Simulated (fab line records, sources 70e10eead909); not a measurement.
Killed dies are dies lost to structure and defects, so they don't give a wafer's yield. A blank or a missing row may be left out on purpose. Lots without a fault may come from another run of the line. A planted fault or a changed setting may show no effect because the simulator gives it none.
Chamber matching | flow nand_harc | NHARC_P_ZERO_WELL_DESCUM_13 on rie_diel-06: 4 sister chambers
The step chemistry O2, time 3 s. 8 wafers are shown with their chamber, then 7 later ones without.

WAFERS WITH THEIR CHAMBER
wafer  | chamber | showerhead_plenum_p_Torr (Torr) | drypump_motor_current_A (A)
L075.5 | 2       | 1.97                            | 5.0
L076.2 | 1       | 2.01                            | 5.7
L076.6 | 1       | 2.01                            | 5.8
L078.1 | 3       | 1.87                            | 5.9
L078.2 | 2       | 1.96                            | 5.0
L078.4 | 0       | 1.92                            | 5.8
L090.1 | 3       | 1.86                            | 5.9
L090.2 | 0       | 1.91                            | 5.7

WAFERS WITHOUT THEIR CHAMBER
wafer  | showerhead_plenum_p_Torr (Torr) | drypump_motor_current_A (A)
L090.3 | 1.95                            | 5.0
L093.2 | 1.95                            | 5.1
L093.3 | 1.99                            | 5.8
L093.4 | 1.86                            | 5.9
L096.1 | 1.94                            | 5.0
L096.3 | 1.99                            | 5.7
L096.6 | 1.98                            | 5.8

WHICH CHAMBER EACH WENT THROUGH
wafer  | from the rows above | in truth
L090.3 | 2                   | 2
L093.2 | 2                   | 2
L093.3 | 1                   | 1
L093.4 | 3                   | 3
L096.1 | 2                   | 2
L096.3 | 1                   | 1
L096.6 | 1                   | 1
Placed correctly: 7 of 7. Can't be placed from these rows: 0. Placed wrongly: 0.
How it was worked out, from the rows above alone: a wafer's distance from a chamber is the root of the sum, over the readings, of the square of ((its reading less the chamber's mean) divided by the reading's scatter). The wafer belongs to the nearest chamber; if the next one is less than 2 further off, it can't be placed. A chamber's mean is the mean of its shown wafers. The scatter: the root of (the sum of the squares of (reading less its chamber's mean) over the shown wafers, divided by (wafers less chambers)).
